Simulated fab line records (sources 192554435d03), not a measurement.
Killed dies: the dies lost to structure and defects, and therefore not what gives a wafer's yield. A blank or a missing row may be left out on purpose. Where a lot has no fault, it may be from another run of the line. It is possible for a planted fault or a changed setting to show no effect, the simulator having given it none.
A lot that was struck, set against a sound lot / flow n5Finfet / 37 out of 1938 route steps
Sound: these wafers, L823.2, L823.4, L823.5. Struck: wafer L834.3. The cause is named last.
Per side, at each step with rows, come the tool, then ch with its chambers, and then its first start. Under that, the readings that differ: sound wafers / struck wafers / difference of the means / sigmas: that difference in standard deviations of wafers without a fault.
alike: a reading whose means differ by less than 2 such deviations, as well as words and numbers matching on both sides. not compared: withheld readings; readings where some wafer has no value; bounds like >300 that might hide an equal value; numbers whose values overlap and for which the record gives no deviation.
Wherever a step has rows on one side only, a row that says differs or no value, or a row with sigmas, the two part there. Non-overlapping numbers with no deviation appear without sigmas and do not part them. A reading missing from all wafers of one side parts the sides only when that side holds two or more wafers.

N5_BEOL_M8_CD_MEAS_28 targets a cd of 40 nm.
  sound on cdSem-02 ch 0, day 11 12:23; struck on cdSem-01 ch 0, day 14 08:04
  alike: cdNm
N5_BEOL_M8_OVL_MEAS_29:
  sound on overlay-02 ch 0, day 11 12:25; struck on overlay-01 ch 0, day 14 08:07
  alike: V7_OVL
N5_BEOL_M8_INSPECT_30: inspects for defects (brightfield).
  sound on defectInspect-01 at day 11 12:28; struck on defectInspect-02 at day 14 08:09
  alike: rawDefectCount
N5_BEOL_M8_DESCUM_33: chemistry O2, time 7 s.
  sound on rieDiel-02 ch 1,3, day 11 13:09; struck on rieDiel-03 ch 3, day 14 08:11
  alike: chamberPressureMTorr, drypumpMotorCurrentA, oesProductAu, rfVppV, showerheadPlenumPTorr, throttleValvePct
  not compared: rfHoursCounterH
then, 5 steps without rows for these wafers: N5_BEOL_M8_ETCH_72 (etches underlayer in N2/H2, target depth 6.5 nm, time 5.2 s); N5_BEOL_M8_ETCH_65 (etches SiARC in CF4, target depth 15.6 nm, time 26 s); N5_BEOL_M8_ETCH_66 (etches SOC in N2/H2, target depth 80 nm, overetch 16 nm, time 120 s); N5_BEOL_M8_STRIP_69 (strips in N2/H2); N5_BEOL_M8_STRIP_73 (strips in N2/H2).
N5_BEOL_M8_VIA_ETCH_34: etches SiCOH lowk in C4F6/O2, target depth 125.5 nm, time 50.5 s.
  sound on rieDiel-02 ch 1,3, day 11 13:20; struck on rieDiel-03 ch 3, day 14 08:22
  alike: biasW, chamberPressureMTorr, drypumpMotorCurrentA, oesProductAu, rfVppV, showerheadPlenumPTorr, throttleValvePct
  not compared: rfHoursCounterH
then, 2 steps without rows for these wafers: N5_BEOL_M8_STRIP_76 (strips in C4F6/O2); N5_BEOL_M8_STRIP_36 (strips in N2/H2).
N5_BEOL_M8_TRENCH_ETCH_37: etches SiCOH lowk in C4F6/O2, target depth 93.478 nm, time 31.2 s.
  sound on rieDiel-02 ch 1,3, day 11 13:25; struck on rieDiel-03 ch 3, day 14 08:28
reading=biasW (W); sound=184.8 185.6 186.3; struck=123.2; difference=-62.4; sigmas=-99 or more
reading=rfVppV (V); sound=679 656 655; struck=467; difference=-196; sigmas=-12
reading=model.etch.depthNm (nm); sound=91.7 94.45 94.15; struck=84.58; difference=-8.85; sigmas=
reading=model.BEOL_M8.featureDepthNm (nm); sound=91.6 94.4 94.2; struck=84.6; difference=-8.8; sigmas=
reading=model.TiN_of_BEOL_M8_HM_DEP_02.thkNm (nm); sound=16.8 17 17; struck=18.2; difference=+1.3; sigmas=
  alike: chamberPressureMTorr, drypumpMotorCurrentA, oesProductAu, showerheadPlenumPTorr, throttleValvePct
  not compared: rfHoursCounterH
then, 2 steps without rows for these wafers: N5_BEOL_M8_ETCH_41 (etches SiCN in CH3F/O2, target depth 31.9 nm, time 57.8 s); N5_BEOL_M8_STRIP_80 (strips in N2/H2, time 10 s).
N5_BEOL_M8_OCD_MEAS_38:
  sound on ocd-02 at day 11 13:35; struck on ocd-01 at day 14 08:38
reading=trenchDepthNm (nm); sound=91.5 94.2 94.9; struck=84.1; difference=-9.4; sigmas=-6
then, 4 steps without rows for these wafers: N5_BEOL_M8_HM_STRIP_39 (strips TiN in peroxide tin strip, target depth 25 nm, time 158 s); N5_BEOL_M8_SRD_40 (time 30 s); N5_BEOL_M8_PRECLEAN_42 (cleans in residue remover, time 60 s); N5_BEOL_M8_SRD_43 (time 30 s).
N5_BEOL_M8_CD_MEAS_35 targets a cd of 40 nm.
  sound on cdSem-01 at day 11 13:44; struck on cdSem-01 at day 14 08:47
  alike: cdNm
then, 1 step without rows for these wafers: N5_BEOL_M8_CURE_75 (cures SiCOH lowk, time 120 s).
N5_BEOL_M8_DEGAS_44: time 60 s.
  sound on pvdSputter-01 at day 11 18:08; struck on pvdSputter-01 at day 14 09:26
  alike: heaterPowerW
N5_BEOL_M8_PRE_CLEAN_45: time 30 s.
  sound on pvdSputter-01 at day 11 18:10; struck on pvdSputter-01 at day 14 09:28
  alike: heaterPowerW
then, 6 steps without rows for these wafers: N5_BEOL_M8_ALD_77 (deposits TaN, target thk 2 nm, pulse time 2 s, purge time 3 s); N5_BEOL_M8_SURFACE_TREAT_79; N5_BEOL_M8_CVD_78 (deposits Co from CCTBA/H2, target thk 2 nm, time 142.3 s); N5_BEOL_M8_SPUTTER_48 (material Cu, target thk 10 nm, time 1.667 s); N5_BEOL_M8_ECD_50 (material Cu, target thk 300 nm); N5_BEOL_M8_ANNEAL_51 (time 90 s).
N5_BEOL_M8_CMP_52: polishes, stops on SiCOH lowk, t overpolish 6.9 s, target thk 80 nm.
  sound on cmp-01 ch 0,1,2, day 11 19:32; struck on cmp-01 ch 1, day 14 10:49
reading=model.Cu_of_BEOL_M8_ECD_50.thkNm (nm); sound=78 81.2 80.8; struck=71.4; difference=-8.6; sigmas=
  alike: barrierFieldEndpointS, motorCurrentA, overpolishRunS, timeToEndpointS
N5_BEOL_M8_THK_MEAS_53: measures by xrf.
  sound on filmMetro-02 at day 11 19:45; struck on filmMetro-01 at day 14 11:02
reading=M8_THK (nm); sound=77.3 80.3 79.6; struck=71.0; difference=-8.1; sigmas=-4
then, 1 step without rows for these wafers: N5_BEOL_M8_PRE_CLEAN_55 (time 15 s).
N5_BEOL_M8_DEP_56: deposits SiCN from 3MS/NH3, target thk 10 nm, time 17.5 s.
  sound on pecvd-03 ch 0,1,2, day 11 19:49; struck on pecvd-01 ch 0, day 14 11:05
  alike: showerheadPlenumPTorr, showerheadVppV, throttleValvePct
N5_BEOL_M8_RS_MEAS_57: uses a four-point probe to measure.
  sound on filmMetro-01 at day 11 19:53; struck on filmMetro-02 at day 14 11:10
reading=M8_RS (ohm/sq); sound=0.295 0.281 0.282; struck=0.328; difference=+0.042; sigmas=+5
N5_BEOL_M8_INSPECT_58: inspects for defects (darkfield).
  sound on defectInspect-02 at day 11 19:54; struck on defectInspect-01 at day 14 11:11
  alike: rawDefectCount
N5_PASSIVATION_PROBE_49:
  the record holds rows for the sound wafers here (prober-02, day 14 16:32) but none for the struck ones

WHERE THEY PART
Earliest at N5_BEOL_M8_TRENCH_ETCH_37; latest, in this record, at N5_PASSIVATION_PROBE_49.

WHY: whatever the simulator had introduced
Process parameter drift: rieDiel-03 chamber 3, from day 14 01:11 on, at N5_BEOL_M8_TRENCH_ETCH_37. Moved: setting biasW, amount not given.
